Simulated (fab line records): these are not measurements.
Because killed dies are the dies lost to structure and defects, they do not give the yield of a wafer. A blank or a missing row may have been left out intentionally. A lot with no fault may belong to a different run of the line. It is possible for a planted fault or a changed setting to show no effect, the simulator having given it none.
What tool caused it? | flow nand-harc | 12 lots, 36 wafers sampled, at 6 steps of a route of 1159

== WHAT THE GAUGES SHOWED, per wafer ==
NHARC_A_M1_THK_MEAS_24: measures by xrf.
lot  | measured     | on            | thk-nm (nm)
L498 | day 17 21:43 | film-metro-01 | 154.9 154.1 154.1
L499 | day 18 10:31 | film-metro-02 | 156.2 155.5 153.1
L496 | day 18 11:15 | film-metro-01 | 153.5 153.3 154.7
L500 | day 18 12:11 | film-metro-01 | 153.6 158.0 152.9
L501 | day 18 15:07 | film-metro-02 | 151.0 155.7 154.5
L502 | day 20 11:31 | film-metro-02 | 154.0 156.4 153.7
L505 | day 20 12:46 | film-metro-01 | 151.8 155.3 152.5
L506 | day 20 18:03 | film-metro-01 | 152.8 150.2 152.3
L509 | day 21 19:08 | film-metro-01 | 152.9 156.4 153.9
L514 | day 22 00:58 | film-metro-01 | 400.2 402.2 398.8
L515 | day 22 05:18 | film-metro-02 | 390.9 400.5 395.4
L519 | day 23 16:19 | film-metro-02 | 156.5 154.9 155.8

NHARC_END_SORT_01.
lot  | measured     | on        | defect-limited-yield (%) | killed-at-array | killed-at-other | killed-at-periphery | killed-dies | killed-open | killed-short | sort_bin_2_pct (%) | sort_bin_3_pct (%) | sort_bin_4_pct (%) | sort-n-pass | sort-rim-yield-pct (%) | sort-yield-pct (%)
L500 | day 20 12:23 | prober-02 | 95.6 96.2 94.2           | 28 22 33        | 1 2 0           | 1 2 6               | 30 26 39    | 4 2 4       | 1 1 2        | 1.8 0.9 1.8        | 0 0 0.30           | 2.7 3.0 3.7        | 647 651 638 | 94 95 90               | 95.6 96.2 94.2
L506 | day 23 06:07 | prober-02 | 96.8 95.3 95.7           | 21 28 26        | 1 0 0           | 0 4 3               | 22 32 29    | 0 1 1       | 3 2 4        | 0.9 1.2 1.3        | 0.15 0.15 0.15     | 2.2 3.4 2.8        | 655 645 648 | 97 94 94               | 96.8 95.3 95.7
L509 | day 24 21:59 | prober-02 | 94.5 93.5 93.8           | 29 37 35        | 1 2 2           | 7 5 5               | 37 44 42    | 8 1 2       | 5 4 5        | 1.5 1.5 2.2        | 0.30 0.44 0.59     | 3.7 4.6 3.4        | 640 633 635 | 94 95 93               | 94.5 93.5 93.8
L514 | day 24 12:34 | prober-02 | 0 0 0                    | 673 673 673     | 0 1 0           | 4 3 4               | 677 677 677 | 7 3 6       | 1 3 0        | 96.3 96.6 96.0     | 0.15 0.30 0.44     | 3.5 3.1 3.5        | 0 0 0       | 0 0 0                  | 0 0 0
L515 | day 25 04:08 | prober-02 | 0 0 0                    | 672 673 673     | 2 0 0           | 3 4 4               | 677 677 677 | 5 5 0       | 0 2 3        | 96.0 94.1 96.5     | 0.44 0.44 0.15     | 3.5 5.5 3.4        | 0 0 0       | 0 0 0                  | 0 0 0
L519 | day 26 12:13 | prober-02 | 93.5 94.5 95.9           | 43 34 25        | 0 0 0           | 1 3 3               | 44 37 28    | 3 4 2       | 4 3 1        | 2.7 1.6 0.9        | 0.59 0.15 0.15     | 3.2 3.7 3.1        | 633 640 649 | 92 92 92               | 93.5 94.5 95.9

== WHICH TOOL RAN EACH LOT (tool, then ch and the chambers of the sampled wafers, then the start) ==
lot  | NHARC_A_M1_PVD_21                       | NHARC_A_M1_ANNEAL_31             | NHARC_A_M1_CMP_23             | NHARC_A_BONDPAD_DEP_00
L498 | pvd-sputter-02, day 17 21:04 or earlier | rtp-anneal-02 ch 0, day 17 21:04 | cmp-01 ch 0,2,3, day 17 21:26 | pecvd-02 ch 0,1, day 17 22:34
L499 | pvd-sputter-02, day 18 09:51 or earlier | rtp-anneal-01 ch 0, day 18 09:51 | cmp-04 ch 1,2,3, day 18 10:12 | pecvd-03 ch 0,1,2, day 18 11:32
L496 | pvd-sputter-02, day 18 10:38 or earlier | rtp-anneal-02 ch 0, day 18 10:38 | cmp-03 ch 0,3, day 18 10:56   | pecvd-03 ch 0,1, day 18 12:08
L500 | pvd-sputter-01, day 18 11:33 or earlier | rtp-anneal-02 ch 0, day 18 11:33 | cmp-01 ch 0,2,3, day 18 11:54 | pecvd-03 ch 0,1, day 18 13:11
L501 | pvd-sputter-02, day 18 14:26 or earlier | rtp-anneal-02 ch 0, day 18 14:26 | cmp-04 ch 0,2,3, day 18 14:47 | pecvd-02 ch 1,2, no start
L502 | pvd-sputter-01, day 20 10:50 or earlier | rtp-anneal-02 ch 0, day 20 10:50 | cmp-01 ch 1,2,3, day 20 11:11 | pecvd-04 ch 0,1,2, no start
L505 | pvd-sputter-02, day 20 12:16 or earlier | rtp-anneal-01 ch 0, day 20 12:16 | cmp-04 ch 0,1,2, day 20 12:32 | pecvd-03 ch 0,1,2, day 20 13:46
L506 | pvd-sputter-03, day 20 17:26 or earlier | rtp-anneal-01 ch 0, day 20 17:26 | cmp-04 ch 0,1,2, day 20 17:44 | pecvd-04 ch 1,2, day 20 18:55
L509 | pvd-sputter-03, day 21 18:34 or earlier | rtp-anneal-02 ch 0, day 21 18:34 | cmp-03 ch 0,1, day 21 18:50   | pecvd-03 ch 1,2, day 21 20:01
L514 | pvd-sputter-02, day 22 00:19 or earlier | rtp-anneal-02 ch 0, day 22 00:19 | cmp-03 ch 1,2,3, day 22 00:43 | -
L515 | pvd-sputter-01, day 22 04:38 or earlier | rtp-anneal-02 ch 0, day 22 04:38 | cmp-04 ch 1,2,3, day 22 05:01 | -
L519 | pvd-sputter-03, day 23 15:43 or earlier | rtp-anneal-02 ch 0, day 23 15:43 | cmp-03 ch 1,3, day 23 16:01   | pecvd-04 ch 0,1,2, day 23 17:11
- NHARC_A_M1_PVD_21: deposits Cu, target thk 30 nm, time 20.49 s.
- NHARC_A_M1_ANNEAL_31: time 90 s.
- NHARC_A_M1_CMP_23: polishes, t overpolish 20 s, target thk 154.34 nm.
- NHARC_A_BONDPAD_DEP_00: deposits SiCN, target thk 250 nm.

== AS READ BY THE TOOLS THEMSELVES (means over the sampled wafers that have a number; for cases with no such wafer, the mark the record gives instead) ==
NHARC_A_M1_PVD_21.
lot  | tool           | throttle-valve-pct (%)
L498 | pvd-sputter-02 | 29.8
L499 | pvd-sputter-02 | 29.9
L496 | pvd-sputter-02 | 29.9
L500 | pvd-sputter-01 | 29.1
L501 | pvd-sputter-02 | 29.9
L502 | pvd-sputter-01 | 29.0
L505 | pvd-sputter-02 | 29.9
L506 | pvd-sputter-03 | 29.3
L509 | pvd-sputter-03 | 29.5
L514 | pvd-sputter-02 | 29.7
L515 | pvd-sputter-01 | 29.6
L519 | pvd-sputter-03 | 29.4

NHARC_A_M1_ANNEAL_31.
lot  | tool          | wafer_temp_C_max
L498 | rtp-anneal-02 | 227.0
L499 | rtp-anneal-01 | 226.0
L496 | rtp-anneal-02 | 226.4
L500 | rtp-anneal-02 | 226.1
L501 | rtp-anneal-02 | 226.3
L502 | rtp-anneal-02 | 226.3
L505 | rtp-anneal-01 | 225.8
L506 | rtp-anneal-01 | 226.2
L509 | rtp-anneal-02 | 226.5
L514 | rtp-anneal-02 | 226.5
L515 | rtp-anneal-02 | 225.9
L519 | rtp-anneal-02 | 226.4

NHARC_A_M1_CMP_23.
lot  | tool   | edge-zone-pressure-frac | motor-current-A (A) | slurry-filter-dp-kPa (kPa) | time-to-endpoint-s (s)
L498 | cmp-01 | 1.001                   | 12.0                | 13.45                      | 30.3
L499 | cmp-04 | 1.002                   | 11.7                | 13.50                      | 28.6
L496 | cmp-03 | 0.997                   | 11.4                | 13.44                      | 26.2
L500 | cmp-01 | 1.004                   | 12.1                | 13.57                      | 26.4
L501 | cmp-04 | 0.999                   | 12.1                | 13.57                      | 27.4
L502 | cmp-01 | 0.999                   | 12.0                | 13.47                      | 30.0
L505 | cmp-04 | 0.997                   | 12.4                | 13.40                      | 24.9
L506 | cmp-04 | 0.996                   | 12.0                | 13.54                      | 24.8
L509 | cmp-03 | 0.998                   | 10.7                | 13.49                      | 32.4
L514 | cmp-03 | -                       | -                   | -                          | -
L515 | cmp-04 | -                       | -                   | -                          | -
L519 | cmp-03 | 0.997                   | 12.0                | 13.42                      | 31.0

NHARC_A_BONDPAD_DEP_00.
lot  | tool     | heater-power-w (W) | showerhead-vpp-V (V)
L498 | pecvd-02 | 471                | 1239
L499 | pecvd-03 | 584                | 1354
L496 | pecvd-03 | 546                | 1377
L500 | pecvd-03 | 552                | 1350
L501 | pecvd-02 | 541                | 1223
L502 | pecvd-04 | 573                | 1284
L505 | pecvd-03 | 560                | 1348
L506 | pecvd-04 | 613                | 1249
L509 | pecvd-03 | 538                | 1346
L519 | pecvd-04 | 563                | 1279

== THE ANSWER, worked out from the rows above alone ==
Rule: usual is defined by the lots themselves. The widest of any qualifying gaps counts: lots, ordered by their means at a reading, are off when they make up no more than a third of the lots, leave a main group of 4 or more, and stand apart from it by 3 or more times the standard deviation of that group's means. A main group is skipped when, at the precision printed for the reading in the tables above, its means are all equal. Also off: a lot with no number at a reading for which 4 or more lots have one. All remaining lots with rows at the step are treated as sound. Order of review: gauges by route order, followed by the tools' own readings, for which a lot's mean as printed above is used. The first step at which some lot is off is used, and at that step the reading that is off furthest; a lot without a number counts as furthest.
Off at NHARC_A_M1_THK_MEAS_24 (thk-nm): L514, L515. The main group has a mean of 154.2 nm with a standard deviation of 1.
If a tool, at a process step before that reading, ran all the lots that are off and no sound lot after the first of them, it fits. Not tried: the gauges at NHARC_A_M1_THK_MEAS_24; whatever is off there is also off at NHARC_END_SORT_01, on other tools, and gauge error can't account for it. NHARC_A_M1_PVD_21 gives no start for some lots, so the hours and the order of its lots are those of NHARC_A_M1_ANNEAL_31. Of those tried, none fits.

== WHAT THE SIMULATOR HAD PUT IN ==
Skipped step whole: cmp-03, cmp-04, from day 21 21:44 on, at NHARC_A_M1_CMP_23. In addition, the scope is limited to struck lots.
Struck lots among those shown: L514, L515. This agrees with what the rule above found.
